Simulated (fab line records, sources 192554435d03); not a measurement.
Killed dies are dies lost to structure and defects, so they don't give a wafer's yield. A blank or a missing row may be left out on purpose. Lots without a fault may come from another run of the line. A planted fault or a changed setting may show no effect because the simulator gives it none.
Split-lot experiment | flow n5_finfet | 5 lots, 23 wafers read, on a route of 1938 steps

THE SPLIT
At N5_FIN_SAQP_ETCH_52 (etches SOC in N2/H2, target depth 100 nm, overetch 20 nm, time 150 s), the setting source_w was moved away from the recipe's 840 W on 10 of the 23 wafers read, by -15.2% to -6.9%. The other wafers ran this setting at the recipe's value.

The reading is taken at the split's own step.

THE READING
rf_vpp_V, in V, at N5_FIN_SAQP_ETCH_52 (etches SOC in N2/H2, target depth 100 nm, overetch 20 nm, time 150 s). Fault-free wafers of this fab line usually give 525.2 V, standard deviation 2.7 V.

wafer  | tool, chamber at the split | source_w as run, W | against the recipe | rf_vpp_V, V | against lot-mates on the recipe
L078.2 | rie_diel-03, 1             | 714.6              | -14.9%             | 556.1       | +30.3
L078.3 | rie_diel-03, 0             | 840                | recipe             | 524.5       | -
L078.4 | rie_diel-03, 2             | 840                | recipe             | 526.8       | -
L078.5 | rie_diel-03, 0             | 840                | recipe             | 526.1       | -
L078.6 | rie_diel-03, 1             | 714.6              | -14.9%             | 555.1       | +29.3
L079.1 | rie_diel-03, 2             | 840                | recipe             | 525.0       | -
L079.2 | rie_diel-03, 1             | 773.2              | -8.0%              | 540.3       | +17.0
L079.4 | rie_diel-03, 3             | 840                | recipe             | 521.5       | -
L079.5 | rie_diel-03, 2             | 773.2              | -8.0%              | 539.2       | +16.0
L079.6 | rie_diel-03, 3             | 773.2              | -8.0%              | 537.8       | +14.5
L080.1 | rie_diel-01, 2             | 712.7              | -15.2%             | 557.8       | +32.1
L080.2 | rie_diel-01, 3             | 840                | recipe             | 525.5       | -
L080.3 | rie_diel-01, 0             | 712.7              | -15.2%             | 557.5       | +31.9
L080.4 | rie_diel-01, 1             | 712.7              | -15.2%             | 550.1       | +24.5
L080.5 | rie_diel-01, 3             | 840                | recipe             | 525.8       | -
L082.1 | rie_diel-06, 3             | 840                | recipe             | 519.7       | -
L082.4 | rie_diel-06, 1             | 840                | recipe             | 527.8       | -
L082.6 | rie_diel-06, 3             | 840                | recipe             | 520.2       | -
L091.2 | rie_diel-06, 0             | 840                | recipe             | 527.1       | -
L091.3 | rie_diel-06, 3             | 782.4              | -6.9%              | 532.5       | +5.6
L091.4 | rie_diel-06, 1             | 840                | recipe             | 527.0       | -
L091.5 | rie_diel-06, 1             | 782.4              | -6.9%              | 540.0       | +13.1
L091.6 | rie_diel-06, 0             | 840                | recipe             | 526.6       | -

THE FIT
A straight line over all 23 wafers: rf_vpp_V changes by -1.99 V for each +1% of source_w; r = -0.98; the points scatter about the line by 2.9 V.
The same after taking each lot's own level away (the mean of its wafers on the recipe; 23 wafers): -1.95 V for each +1%; r = -0.98; scatter 2.7 V.
On that fit, the largest move of source_w shifts the reading by 30 V.
The lots' own levels span 522.57 to 526.90 V, that is 1.6 times the standard deviation above.
So the lot-to-lot level changes the slope little: the two slopes agree.
Check: with one of the wafers moved furthest among these (-15.2%) left out of the fit, the line predicts +28.7 V for it against its lot-mates. It came out at +32.1 V against them.
Tool readings at the split's step, against how far the setting was moved: rf_vpp_V r = -0.98.

OTHER SPLITS ON THESE WAFERS
These wafers also went through other splits before the reading. Each is held against what the fit with the lots' levels taken away leaves over:
other split on the same wafers | wafers away from the commonest value | r with rf_vpp_V (lot level and that fit taken away)
N5_ZERO_LAYER_PECVD_02 time_s  | 7                                    | -0.18
N5_FIN_SAQP_PEB_14 peb_time_s  | 6                                    | +0.26

THE FILE'S OWN FIT
rf_vpp_V changes by -1.92 V for each +1% of source_w, r = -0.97.
